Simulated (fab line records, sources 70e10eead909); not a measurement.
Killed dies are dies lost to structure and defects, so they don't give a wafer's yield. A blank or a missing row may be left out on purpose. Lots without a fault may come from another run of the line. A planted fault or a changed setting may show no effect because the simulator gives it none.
Which tool did it? | flow nand_harc | 11 lots, 31 wafers sampled, at 8 steps of a route of 1302

WHAT THE GAUGES READ, wafer by wafer
NHARC_P_START_INSPECT_01.
lot  | measured     | on                | raw_defect_count
L725 | day 1 20:02  | defect_inspect-01 | 5 4 3
L728 | day 3 02:02  | defect_inspect-02 | 9
L737 | day 6 20:02  | defect_inspect-02 | 2 2 1
L738 | day 7 06:02  | defect_inspect-01 | 1 3 1
L739 | day 7 16:02  | defect_inspect-02 | 4 4 5
L742 | day 8 22:02  | defect_inspect-02 | 4 4 4
L743 | day 9 08:03  | defect_inspect-01 | 2 2 2
L744 | day 9 18:02  | defect_inspect-01 | 3 4 5
L745 | day 10 04:02 | defect_inspect-02 | 4 2 6
L747 | day 11 00:02 | defect_inspect-01 | 2 3 2
L748 | day 11 10:02 | defect_inspect-01 | 4 2 3

NHARC_P_ZERO_WELL_INSPECT_43.
lot  | measured     | on                | raw_defect_count
L725 | day 2 03:40  | defect_inspect-01 | 16 13 12
L728 | day 3 09:34  | defect_inspect-02 | 30
L737 | day 7 06:02  | defect_inspect-02 | 12 13 13
L738 | day 7 13:37  | defect_inspect-02 | 17 12 11
L739 | day 7 23:27  | defect_inspect-02 | 10 21 7
L742 | day 9 05:26  | defect_inspect-02 | 17 20 13
L743 | day 9 15:37  | defect_inspect-02 | 16 9 16
L744 | day 10 01:41 | defect_inspect-01 | 11 21 21
L745 | day 10 11:45 | defect_inspect-01 | 11 15 8
L747 | day 11 07:59 | defect_inspect-01 | 6 13 6
L748 | day 11 17:37 | defect_inspect-02 | 11 5 15

NHARC_P_STI_INSPECT_11.
lot  | measured     | on                | raw_defect_count
L725 | day 2 23:56  | defect_inspect-02 | 8 6 3
L728 | day 4 00:10  | defect_inspect-01 | 21 14
L737 | day 7 20:53  | defect_inspect-02 | 4 3 7
L738 | day 8 06:56  | defect_inspect-02 | 11 15 4
L739 | day 8 18:09  | defect_inspect-02 | 2 6 3
L742 | day 9 20:03  | defect_inspect-02 | 3 5 5
L743 | day 10 06:44 | defect_inspect-02 | 6 6 4
L744 | day 10 16:59 | defect_inspect-02 | 6 5 2
L745 | day 11 03:29 | defect_inspect-01 | 9 7 7
L747 | day 11 22:44 | defect_inspect-01 | 7 6 8
L748 | day 12 10:28 | defect_inspect-02 | 4 5 8

NHARC_END_SORT_01.
lot  | measured     | on        | killed_at_array | killed_at_other | killed_at_periphery | killed_dies | killed_open | killed_short
L728 | day 25 06:22 | prober-01 | 56              | 2               | 10                  | 68          | 5           | 2

WHICH TOOL RAN EACH LOT (tool, then ch and the chambers of the sampled wafers, then the start)
lot  | NHARC_P_ZERO_WELL_PECVD_02      | NHARC_P_STI_HARDBAKE_13           | NHARC_P_STI_DESCUM_14              | NHARC_P_GATE_ETCHBACK_37
L725 | pecvd-03 ch 0,2, day 1 20:31    | litho_track-07 ch 0, day 3 00:00  | rie_diel-07 ch 0,1,3, day 3 00:06  | rie_diel-02 ch 0,3, no start
L728 | pecvd-03 ch 0, day 3 02:36      | litho_track-05 ch 0, day 4 02:23  | rie_diel-07 ch 0, day 4 02:27      | rie_diel-02 ch 1, day 25 06:22 or earlier
L737 | pecvd-04 ch 0,1,2, day 6 20:26  | litho_track-07 ch 0, day 7 20:57  | rie_diel-07 ch 1,2,3, day 7 21:02  | rie_diel-11 ch 0,1, no start
L738 | pecvd-01 ch 0,2, day 7 06:27    | litho_track-05 ch 0, day 8 07:00  | rie_diel-01 ch 0,1,3, day 8 07:05  | rie_diel-04 ch 1,2,3, no start
L739 | pecvd-01 ch 0,1, day 7 16:27    | litho_track-05 ch 0, day 8 18:13  | rie_diel-05 ch 1,2, day 8 18:17    | rie_diel-04 ch 0,1, no start
L742 | pecvd-01 ch 1,2, day 8 22:28    | litho_track-03 ch 0, day 9 20:07  | rie_diel-07 ch 0,1,2, day 9 20:11  | rie_diel-02 ch 0,3, no start
L743 | pecvd-03 ch 0,1,2, day 9 08:27  | litho_track-07 ch 0, day 10 06:48 | rie_diel-05 ch 1,2,3, day 10 06:53 | rie_diel-11 ch 0,1,2, no start
L744 | pecvd-04 ch 0,1,2, day 9 18:26  | litho_track-07 ch 0, day 10 17:02 | rie_diel-01 ch 0,3, day 10 17:07   | rie_diel-11 ch 0,2, no start
L745 | pecvd-03 ch 0,1, day 10 04:26   | litho_track-05 ch 0, day 11 03:32 | rie_diel-07 ch 1,2, day 11 03:38   | rie_diel-02 ch 0,3, no start
L747 | pecvd-03 ch 0,1,2, day 11 00:26 | litho_track-05 ch 0, day 11 22:47 | rie_diel-01 ch 1,3, day 11 22:52   | rie_diel-11 ch 0,3, no start
L748 | pecvd-01 ch 1,2, day 11 10:26   | litho_track-07 ch 0, day 12 10:32 | rie_diel-05 ch 0,1, day 12 10:37   | rie_diel-11 ch 0,1, no start
- NHARC_P_ZERO_WELL_PECVD_02: deposits SiO2, target thk 10 nm.
- NHARC_P_STI_HARDBAKE_13: time 65 s.
- NHARC_P_STI_DESCUM_14: chemistry O2, time 3 s.
- NHARC_P_GATE_ETCHBACK_37: etches the open film in CHF3/O2, target depth 34.5 nm, time 17.2 s.

WHAT THE TOOLS THEMSELVES READ (means of the sampled wafers that have a number; where no wafer has one, the mark that the record gives instead)
NHARC_P_STI_HARDBAKE_13.
lot  | tool           | exhaust_pa (Pa) | heater_power_total_W (W) | plate_temp_C (C)
L725 | litho_track-07 | 44.5            | 195.7                    | 117.81
L728 | litho_track-05 | 46.4            | 195.4                    | 118.22
L737 | litho_track-07 | 45.1            | 195.8                    | 117.97
L738 | litho_track-05 | 44.3            | 196.1                    | 118.05
L739 | litho_track-05 | 44.6            | 195.4                    | 117.99
L742 | litho_track-03 | 45.1            | 195.9                    | 117.99
L743 | litho_track-07 | 45.8            | 196.0                    | 117.82
L744 | litho_track-07 | 45.9            | 195.4                    | 117.98
L745 | litho_track-05 | 44.5            | 195.9                    | 118.30
L747 | litho_track-05 | 45.0            | 195.8                    | 118.12
L748 | litho_track-07 | 45.7            | 196.0                    | 118.00

NHARC_P_STI_DESCUM_14.
lot  | tool        | drypump_motor_current_A (A) | oes_product_au (a.u.) | rf_vpp_V (V) | showerhead_plenum_p_Torr (Torr) | throttle_valve_pct (%)
L725 | rie_diel-07 | 6.0                         | 1.003                 | 57.5         | 1.82                            | 11.309
L728 | rie_diel-07 | 6.0                         | 1.003                 | 58.8         | 1.83                            | 11.302
L737 | rie_diel-07 | 6.2                         | 1.005                 | 57.9         | 1.86                            | 11.311
L738 | rie_diel-01 | 5.5                         | 1.016                 | 58.6         | 1.97                            | 11.310
L739 | rie_diel-05 | 5.9                         | 1.000                 | 57.3         | 1.96                            | 11.315
L742 | rie_diel-07 | 6.1                         | 0.997                 | 58.0         | 1.87                            | 11.308
L743 | rie_diel-05 | 6.0                         | 1.000                 | 58.2         | 1.95                            | 11.306
L744 | rie_diel-01 | 5.4                         | 1.004                 | 57.5         | 1.93                            | 11.319
L745 | rie_diel-07 | 6.0                         | 1.004                 | 58.3         | 1.86                            | 11.305
L747 | rie_diel-01 | 5.8                         | 1.016                 | 57.7         | 1.98                            | 11.298
L748 | rie_diel-05 | 5.4                         | 0.994                 | 58.0         | 1.96                            | 11.309

NHARC_P_GATE_ETCHBACK_37.
lot  | tool        | drypump_motor_current_A (A) | oes_product_au (a.u.) | rf_vpp_V (V) | showerhead_plenum_p_Torr (Torr) | throttle_valve_pct (%)
L725 | rie_diel-02 | 6.1                         | 0.96                  | 371.2        | 2.47                            | 20.570
L728 | rie_diel-02 | 6.1                         | 0.92                  | 370.9        | 2.42                            | 20.573
L737 | rie_diel-11 | 5.3                         | 0.92                  | 371.6        | 2.41                            | 20.573
L738 | rie_diel-04 | 5.8                         | 0.91                  | 371.7        | 2.44                            | 20.576
L739 | rie_diel-04 | 5.6                         | 0.92                  | 372.6        | 2.48                            | 20.570
L742 | rie_diel-02 | 6.0                         | 1.01                  | 373.1        | 2.49                            | 20.572
L743 | rie_diel-11 | 5.5                         | 0.94                  | 371.5        | 2.42                            | 20.566
L744 | rie_diel-11 | 5.7                         | 1.00                  | 371.0        | 2.42                            | 20.569
L745 | rie_diel-02 | 6.1                         | 0.94                  | 372.0        | 2.46                            | 20.572
L747 | rie_diel-11 | 6.2                         | 0.95                  | 369.0        | 2.35                            | 20.566
L748 | rie_diel-11 | 5.5                         | 0.92                  | 369.7        | 2.36                            | 20.572

THE ANSWER, worked out from the rows above alone
Rule: what is usual is taken from the lots themselves. Put in order of their means at a reading, lots are off if they are a third of the lots or fewer, leave a main group of 4 or more, and stand apart from it by a gap of 3 or more times the standard deviation of the main group's means; of several such gaps the widest counts. A main group whose means are all the same, to the digits that the tables above print for the reading, isn't used. A lot without any number at a reading at which 4 lots or more have one is off too. The other lots that the step has rows for count as sound. The gauges are gone through in route order, then the tools' own readings, and for those a lot's mean is taken as printed above. The first step at which some lot is off is used, and at that step the reading that is off furthest; a lot without a number counts as furthest.
Off: L728, at NHARC_P_START_INSPECT_01 (raw_defect_count). The main group: mean 3.1, standard deviation 1.
A tool fits if, at a process step before that reading, it ran every lot that is off, and no sound lot after the first of them. The gauges at NHARC_P_START_INSPECT_01 aren't tried: what is off there is off at NHARC_P_STI_INSPECT_11 too, on other tools, and a gauge's error can't cause that. None of those tried fits.

WHAT THE SIMULATOR HAD PUT IN
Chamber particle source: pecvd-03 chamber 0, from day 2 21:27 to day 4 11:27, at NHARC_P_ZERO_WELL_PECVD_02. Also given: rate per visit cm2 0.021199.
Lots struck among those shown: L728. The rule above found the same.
